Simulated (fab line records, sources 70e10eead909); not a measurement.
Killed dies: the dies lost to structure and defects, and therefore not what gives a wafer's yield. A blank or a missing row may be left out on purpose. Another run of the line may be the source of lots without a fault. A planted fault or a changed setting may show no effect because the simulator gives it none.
2 desks, one fault | flow nand_harc | each desk has only its own numbers; what lay behind them comes last

== AT THE METROLOGY DESK ==
Lot by lot, what the gauges showed, no matter which tool ran the lot: averages of those sampled wafers that carry a number. Any lot whose mean is over 4 standard deviations away from the usual mean is out of limits and marked OUT; that distance is given in the brackets.
Columns: A = thk_nm at NHARC_A_ONON_D2_THK_MEAS_02, usual 999 nm; B = thk_nm at NHARC_A_ONON_D2_THK_MEAS_08, usual 1000 nm
lot  | first seen here | A    | B
L560 | day 12 04:47    | 994  | 1008
L569 | day 16 01:50    | 1008 | 1056 (+6.8) OUT
L571 | day 16 18:41    | 1001 | 1041 (+5.0) OUT
L570 | day 17 05:51    | 993  | 989
L572 | day 17 11:19    | 982  | 1004
L575 | day 18 12:44    | 992  | 996
L574 | day 18 12:44    | 999  | 1004
L577 | day 19 03:28    | 1001 | 1007
L576 | day 19 03:29    | 995  | 1005
L578 | day 19 23:54    | 1004 | 1010
L579 | day 20 13:18    | 993  | 996
L581 | day 21 06:36    | 999  | 1006
L582 | day 21 21:34    | 1011 | 999
L583 | day 21 21:34    | 1002 | 1001
Finding of this desk: L569, L571 out of limits; the first was L569 at day 16 02:57, on thk_nm at NHARC_A_ONON_D2_THK_MEAS_08. Within limits: L560, L570, L572, L575, L574, L577, L576, L578, L579, L581, L582, L583.

== THE DEFECT DESK ==
Inspection counts along the route, by lot: the mean over sampled wafers that carry a number. Any lot whose mean is over 4 standard deviations away from the usual mean is out of limits and marked OUT; that distance is given in the brackets.
Columns: A = raw_defect_count at NHARC_A_CHANNEL_FILL_D1_INSPECT_13, usual 274
lot  | first seen here | A
L560 | day 10 20:19    | 455
L569 | day 14 12:37    | 185
L571 | day 15 05:53    | 420
L570 | day 15 17:38    | 295
L572 | day 16 01:50    | 317
L574 | day 16 22:09    | 391
L575 | day 17 03:07    | 335
L576 | day 17 16:59    | 279
L577 | day 17 16:59    | 328
L578 | day 18 09:41    | 236
L579 | day 19 02:34    | 196
L581 | day 19 15:59    | 227
L582 | day 20 02:26    | 160
L583 | day 20 02:26    | 289
This desk found nothing out of limits on any of the 14 lots.

== BROUGHT TOGETHER ==
Metrology desk: alarm possible at day 16 02:57 on L569, L571.
Nothing the defect desk looked at was out of limits.
The defect desk has L569, L571 on record, within its limits.
On pecvd_onon-02, each named lot ran NHARC_A_ONON_D2_DEP_06.

== WHAT HAD BEEN PUT IN BY THE SIMULATOR ==
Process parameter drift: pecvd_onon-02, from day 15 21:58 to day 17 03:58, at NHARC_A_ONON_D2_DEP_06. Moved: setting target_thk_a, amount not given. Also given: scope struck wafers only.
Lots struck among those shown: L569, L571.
Per desk, hours elapsed from the start of the fault to the first reading out of limits: for the metrology desk, 5.
